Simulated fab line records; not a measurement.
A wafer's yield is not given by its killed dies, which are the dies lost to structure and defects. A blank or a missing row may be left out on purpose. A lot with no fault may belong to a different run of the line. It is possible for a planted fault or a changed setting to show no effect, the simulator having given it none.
Lot-split experiment :: flow n5Finfet :: 21 wafers read across 7 lots, on a route 1938 steps long

== THE SPLIT ITSELF ==
At N5_BEOL_M0_SAQP_EXPOSE_37 (exposes mask M0 CUT1, target cd 30 nm), the setting doseMj was moved away from the recipe's 44.75 on 10 of the 21 wafers read, by -2.3% to +7.2%. This setting was run at the recipe's value on the other wafers.

== FROM THE SPLIT TO THE READING: what the file shows between them, 2 steps ==
- N5_BEOL_M0_SAQP_PEB_38: peb time 60 s
- N5_BEOL_M0_SAQP_DEVELOP_39: develop time 30 s

== THE READING ==
cdNm, in nm, at N5_BEOL_M0_SAQP_CD_MEAS_40 (target cd 30 nm). A value of 30.03 nm with a standard deviation of 0.27 nm is what fault-free wafers of this fab line usually give.

wafer: L077.1
tool, chamber at the split: euvScanner-02, 0
doseMj as run: 47.52
against the recipe: +6.2%
cdNm, nm: 30.71
against lot-mates on the recipe: +0.75

wafer: L077.4
tool, chamber at the split: euvScanner-02, 0
doseMj as run: 47.52
against the recipe: +6.2%
cdNm, nm: 31.05
against lot-mates on the recipe: +1.09

wafer: L077.6
tool, chamber at the split: euvScanner-02, 0
doseMj as run: 44.75
against the recipe: recipe
cdNm, nm: 29.96
against lot-mates on the recipe: -

wafer: L079.2
tool, chamber at the split: euvScanner-02, 0
doseMj as run: 44.75
against the recipe: recipe
cdNm, nm: 29.79
against lot-mates on the recipe: -

wafer: L079.4
tool, chamber at the split: euvScanner-02, 0
doseMj as run: 43.77
against the recipe: -2.2%
cdNm, nm: 28.84
against lot-mates on the recipe: -0.95

wafer: L079.5
tool, chamber at the split: euvScanner-02, 0
doseMj as run: 43.77
against the recipe: -2.2%
cdNm, nm: 29.32
against lot-mates on the recipe: -0.47

wafer: L088.1
tool, chamber at the split: euvScanner-01, 0
doseMj as run: 43.74
against the recipe: -2.3%
cdNm, nm: 29.15
against lot-mates on the recipe: -0.83

wafer: L088.5
tool, chamber at the split: euvScanner-01, 0
doseMj as run: 44.75
against the recipe: recipe
cdNm, nm: 29.98
against lot-mates on the recipe: -

wafer: L088.6
tool, chamber at the split: euvScanner-01, 0
doseMj as run: 44.75
against the recipe: recipe
cdNm, nm: 29.98
against lot-mates on the recipe: -

wafer: L095.2
tool, chamber at the split: euvScanner-01, 0
doseMj as run: 44.75
against the recipe: recipe
cdNm, nm: 29.98
against lot-mates on the recipe: -

wafer: L095.5
tool, chamber at the split: euvScanner-01, 0
doseMj as run: 44.75
against the recipe: recipe
cdNm, nm: 30.46
against lot-mates on the recipe: -

wafer: L095.6
tool, chamber at the split: euvScanner-01, 0
doseMj as run: 47.98
against the recipe: +7.2%
cdNm, nm: 31.46
against lot-mates on the recipe: +1.24

wafer: L094.1
tool, chamber at the split: euvScanner-01, 0
doseMj as run: 44.75
against the recipe: recipe
cdNm, nm: 29.86
against lot-mates on the recipe: -

wafer: L094.3
tool, chamber at the split: euvScanner-01, 0
doseMj as run: 44.75
against the recipe: recipe
cdNm, nm: 30.29
against lot-mates on the recipe: -

wafer: L094.4
tool, chamber at the split: euvScanner-01, 0
doseMj as run: 44.75
against the recipe: recipe
cdNm, nm: 30.14
against lot-mates on the recipe: -

wafer: L089.1
tool, chamber at the split: euvScanner-01, 0
doseMj as run: 46.97
against the recipe: +5.0%
cdNm, nm: 31.19
against lot-mates on the recipe: no lot-mate on the recipe

wafer: L089.2
tool, chamber at the split: euvScanner-01, 0
doseMj as run: 46.97
against the recipe: +5.0%
cdNm, nm: 31.03
against lot-mates on the recipe: no lot-mate on the recipe

wafer: L089.6
tool, chamber at the split: euvScanner-01, 0
doseMj as run: 46.97
against the recipe: +5.0%
cdNm, nm: 31.10
against lot-mates on the recipe: no lot-mate on the recipe

wafer: L092.1
tool, chamber at the split: euvScanner-01, 0
doseMj as run: 47.99
against the recipe: +7.2%
cdNm, nm: 31.41
against lot-mates on the recipe: +1.47

wafer: L092.2
tool, chamber at the split: euvScanner-01, 0
doseMj as run: 44.75
against the recipe: recipe
cdNm, nm: 29.94
against lot-mates on the recipe: -

wafer: L092.4
tool, chamber at the split: euvScanner-01, 0
doseMj as run: 44.75
against the recipe: recipe
cdNm, nm: 29.93
against lot-mates on the recipe: -

THE FIT
A straight line over all 21 wafers: cdNm changes by +0.212 nm for each +1% of doseMj; r = +0.93; the points scatter about the line by 0.27 nm.
The same after taking each lot's own level away (the mean of its wafers on the recipe; 18 wafers): +0.193 nm for each +1%; r = +0.95; scatter 0.22 nm.
According to that fit, moving doseMj by its largest amount changes the reading by 1.4 nm.
Across the lots, their own levels run from 29.790 to 30.220 nm, a range of 1.6 times the standard deviation given above.
The two slopes are in agreement: the lot-to-lot level therefore moves the slope only a little.
Check: +1.25 nm against its lot-mates is what the line predicts for one of the wafers moved furthest among these (+7.2%) when that wafer is left out of the fit. It came out at +1.47 nm against them.

== THE WHOLE CHAIN: every reading that the file lists as answering this split, in the file's order ==
step: N5_BEOL_M0_SAQP_CD_MEAS_40
what it does: target cd 30 nm
reading: cdNm
change (the file's fit): +0.188 nm for each +1% of the setting
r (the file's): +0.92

step: N5_BEOL_M0_SAQP_DESCUM_45
what it does: chemistry O2, time 7 s
reading: BEOL_M0_SAQP.cdNm (the simulator's own value, which no gauge read)
change (the file's fit): +0.196 nm for each +1% of the setting
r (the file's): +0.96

step: N5_BEOL_M0_SAQP_ETCH_73
what it does: etches SiARC in CF4, target depth 19.5 nm, time 32.5 s
reading: BEOL_M0_SAQP.cdNm (the simulator's own value, which no gauge read)
change (the file's fit): +0.191 nm for each +1% of the setting
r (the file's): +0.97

step: N5_BEOL_M0_SAQP_ETCH_49
what it does: etches SiO2 in CF4/O2, target depth 37 nm
reading: BEOL_M0_SAQP.cdNm (the simulator's own value, which no gauge read)
change (the file's fit): +0.221 nm for each +1% of the setting
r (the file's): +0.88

== FILE'S OWN FIT ==
cdNm changes by +0.188 nm for each +1% of doseMj, r = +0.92.
